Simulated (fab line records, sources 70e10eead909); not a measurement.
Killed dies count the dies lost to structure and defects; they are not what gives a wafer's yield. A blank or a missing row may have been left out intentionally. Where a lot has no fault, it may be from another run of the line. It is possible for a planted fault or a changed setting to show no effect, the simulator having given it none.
Which of the tools did it? / flow nandHarc / 42 wafers from 14 lots sampled at 5 of the route's 1302 steps

## WHAT THE GAUGES SHOWED, per wafer
NHARC_A_CONTACT_CD_MEAS_08 targets a cd of 200 nm.
lot=L746; measured=day 22 12:06; on=cdSem-01; cdNm (nm)=200.0 199.7 201.0
lot=L747; measured=day 23 00:58; on=cdSem-01; cdNm (nm)=200.4 200.6 200.2
lot=L748; measured=day 23 02:32; on=cdSem-03; cdNm (nm)=200.2 200.6 200.9
lot=L749; measured=day 23 06:44; on=cdSem-01; cdNm (nm)=200.0 200.4 200.4
lot=L750; measured=day 23 16:30; on=cdSem-03; cdNm (nm)=199.3 199.8 199.5
lot=L751; measured=day 24 12:26; on=cdSem-03; cdNm (nm)=201.1 200.7 200.7
lot=L759; measured=day 27 12:52; on=cdSem-03; cdNm (nm)=199.3 200.4 200.3
lot=L760; measured=day 28 11:15; on=cdSem-02; cdNm (nm)=199.8 200.1 199.9
lot=L763; measured=day 29 03:32; on=cdSem-03; cdNm (nm)=199.8 200.4 200.0
lot=L762; measured=day 29 11:58; on=cdSem-02; cdNm (nm)=199.6 199.8 200.7
lot=L761; measured=day 29 16:40; on=cdSem-02; cdNm (nm)=200.0 199.5 200.3
lot=L766; measured=day 30 10:46; on=cdSem-02; cdNm (nm)=200.7 199.5 200.3
lot=L768; measured=day 31 08:19; on=cdSem-03; cdNm (nm)=200.5 200.8 199.6
lot=L769; measured=day 31 19:14; on=cdSem-01; cdNm (nm)=199.2 199.4 199.1

NHARC_END_SORT_01.
lot=L749; measured=day 26 13:29; on=prober-02; killedAtArray=154 129 130; killedAtOther=0 0 0; killedAtPeriphery=3 2 5; killedDies=157 131 135; killedOpen=5 5 5; killedShort=3 2 0
lot=L750; measured=day 26 01:11; on=prober-01; killedAtArray=115 88 128; killedAtOther=3 3 2; killedAtPeriphery=4 4 5; killedDies=122 95 135; killedOpen=3 4 3; killedShort=1 8 2
lot=L751; measured=day 27 12:11; on=prober-02; killedAtArray=140 109 105; killedAtOther=1 1 1; killedAtPeriphery=6 1 1; killedDies=147 111 107; killedOpen=4 2 4; killedShort=2 4 3

## TOOL THAT RAN EACH LOT (tool first, then ch and the chambers of the sampled wafers, then the start)
lot=L746; NHARC_A_CONTACT_ETCH_133=harCapEtch-03 ch 0,1, day 22 07:39; NHARC_A_CONTACT_STRIP_105=rieDiel-02 ch 0,1,2, day 22 08:54; NHARC_A_CONTACT_DEP_85=pecvd-01 ch 0,2, day 22 11:23
lot=L747; NHARC_A_CONTACT_ETCH_133=harCapEtch-01 ch 1, day 22 19:35; NHARC_A_CONTACT_STRIP_105=rieDiel-02 ch 1,2, day 22 21:19; NHARC_A_CONTACT_DEP_85=pecvd-01 ch 0,1, day 23 00:22
lot=L748; NHARC_A_CONTACT_ETCH_133=harCapEtch-02 ch 0,1, day 22 22:07; NHARC_A_CONTACT_STRIP_105=rieDiel-02 ch 0,2, day 22 23:22; NHARC_A_CONTACT_DEP_85=pecvd-01 ch 0,2, day 23 01:52
lot=L749; NHARC_A_CONTACT_ETCH_133=harCapEtch-01 ch 1, day 23 01:26; NHARC_A_CONTACT_STRIP_105=rieDiel-02 ch 1,3, day 23 02:37; NHARC_A_CONTACT_DEP_85=pecvd-04 ch 0,1,2, day 23 06:00
lot=L750; NHARC_A_CONTACT_ETCH_133=harCapEtch-02 ch 0,1, day 23 11:59; NHARC_A_CONTACT_STRIP_105=rieDiel-02 ch 0,2,3, day 23 13:14; NHARC_A_CONTACT_DEP_85=pecvd-01 ch 0,2, day 23 15:47
lot=L751; NHARC_A_CONTACT_ETCH_133=harCapEtch-01 ch 0,1, day 24 04:41; NHARC_A_CONTACT_STRIP_105=rieDiel-02 ch 2,3, day 24 05:56; NHARC_A_CONTACT_DEP_85=pecvd-02 ch 1,2, day 24 11:44
lot=L759; NHARC_A_CONTACT_ETCH_133=harCapEtch-02 ch 1, day 27 07:56; NHARC_A_CONTACT_STRIP_105=rieDiel-03 ch 0,1,2, day 27 09:07; NHARC_A_CONTACT_DEP_85=pecvd-02 ch 1,2, day 27 12:12
lot=L760; NHARC_A_CONTACT_ETCH_133=harCapEtch-03 ch 0, day 28 06:53; NHARC_A_CONTACT_STRIP_105=rieDiel-02 ch 2,3, day 28 08:03; NHARC_A_CONTACT_DEP_85=pecvd-01 ch 0,1,2, day 28 10:32
lot=L763; NHARC_A_CONTACT_ETCH_133=harCapEtch-01 ch 0,1, day 28 19:40; NHARC_A_CONTACT_STRIP_105=rieDiel-02 ch 0,1,3, day 28 20:51; NHARC_A_CONTACT_DEP_85=pecvd-04 ch 0,1,2, day 29 02:56
lot=L762; NHARC_A_CONTACT_ETCH_133=harCapEtch-02 ch 0,1, day 29 05:08; NHARC_A_CONTACT_STRIP_105=rieDiel-10 ch 0,2,3, day 29 06:26; NHARC_A_CONTACT_DEP_85=pecvd-04 ch 0,1,2, day 29 11:20
lot=L761; NHARC_A_CONTACT_ETCH_133=harCapEtch-03 ch 0,1, day 29 07:44; NHARC_A_CONTACT_STRIP_105=rieDiel-03 ch 0,1,2, day 29 11:43; NHARC_A_CONTACT_DEP_85=pecvd-02 ch 0,1, day 29 15:54
lot=L766; NHARC_A_CONTACT_ETCH_133=harCapEtch-02 ch 0, day 30 05:53; NHARC_A_CONTACT_STRIP_105=rieDiel-02 ch 1,2, day 30 07:31; NHARC_A_CONTACT_DEP_85=pecvd-04 ch 1,2, day 30 10:02
lot=L768; NHARC_A_CONTACT_ETCH_133=harCapEtch-02 ch 0,1, day 31 03:07; NHARC_A_CONTACT_STRIP_105=rieDiel-02 ch 1,3, day 31 04:31; NHARC_A_CONTACT_DEP_85=pecvd-04 ch 1,2, day 31 07:37
lot=L769; NHARC_A_CONTACT_ETCH_133=harCapEtch-03 ch 0,1, day 31 14:50; NHARC_A_CONTACT_STRIP_105=rieDiel-02 ch 0,2, day 31 16:05; NHARC_A_CONTACT_DEP_85=pecvd-01 ch 0,2, day 31 18:39
- NHARC_A_CONTACT_ETCH_133: etches the open film in C4F8/O2/Ar, time 374 s, target depth 1610 nm.
- NHARC_A_CONTACT_STRIP_105: strips in O2/COS.
- NHARC_A_CONTACT_DEP_85: deposits SiON, target thk 60 nm.

## WHAT THE TOOLS THEMSELVES READ (means of the sampled wafers that have a number; where no wafer has one, the mark that the record gives instead)
NHARC_A_CONTACT_DEP_85.
lot=L746; tool=pecvd-01; heaterPowerW (W)=752
lot=L747; tool=pecvd-01; heaterPowerW (W)=917
lot=L748; tool=pecvd-01; heaterPowerW (W)=778
lot=L749; tool=pecvd-04; heaterPowerW (W)=784
lot=L750; tool=pecvd-01; heaterPowerW (W)=791
lot=L751; tool=pecvd-02; heaterPowerW (W)=792
lot=L759; tool=pecvd-02; heaterPowerW (W)=790
lot=L760; tool=pecvd-01; heaterPowerW (W)=844
lot=L763; tool=pecvd-04; heaterPowerW (W)=789
lot=L762; tool=pecvd-04; heaterPowerW (W)=793
lot=L761; tool=pecvd-02; heaterPowerW (W)=858
lot=L766; tool=pecvd-04; heaterPowerW (W)=673
lot=L768; tool=pecvd-04; heaterPowerW (W)=714
lot=L769; tool=pecvd-01; heaterPowerW (W)=805

## THE ANSWER, worked out from the rows above alone
Rule: the lots themselves supply what counts as usual. Put in order of their means at a reading, lots are off if they are a third of the lots or fewer, leave a main group of 4 or more, and stand apart from it by a gap of 3 or more times the standard deviation of the main group's means; of several such gaps the widest counts. A main group whose means are all the same, to the digits that the tables above print for the reading, isn't used. Also off: a lot with no number at a reading for which 4 or more lots have one. All remaining lots with rows at the step are treated as sound. First the gauges in route order, then the tools' own readings, where a lot's mean is used as printed above. At the first step where some lot is off, the reading lying furthest off is the one used; lots without a number count as furthest.
No lot is off at any reading shown: from this, nothing can be told.

## WHAT THE SIMULATOR HAD PUT IN
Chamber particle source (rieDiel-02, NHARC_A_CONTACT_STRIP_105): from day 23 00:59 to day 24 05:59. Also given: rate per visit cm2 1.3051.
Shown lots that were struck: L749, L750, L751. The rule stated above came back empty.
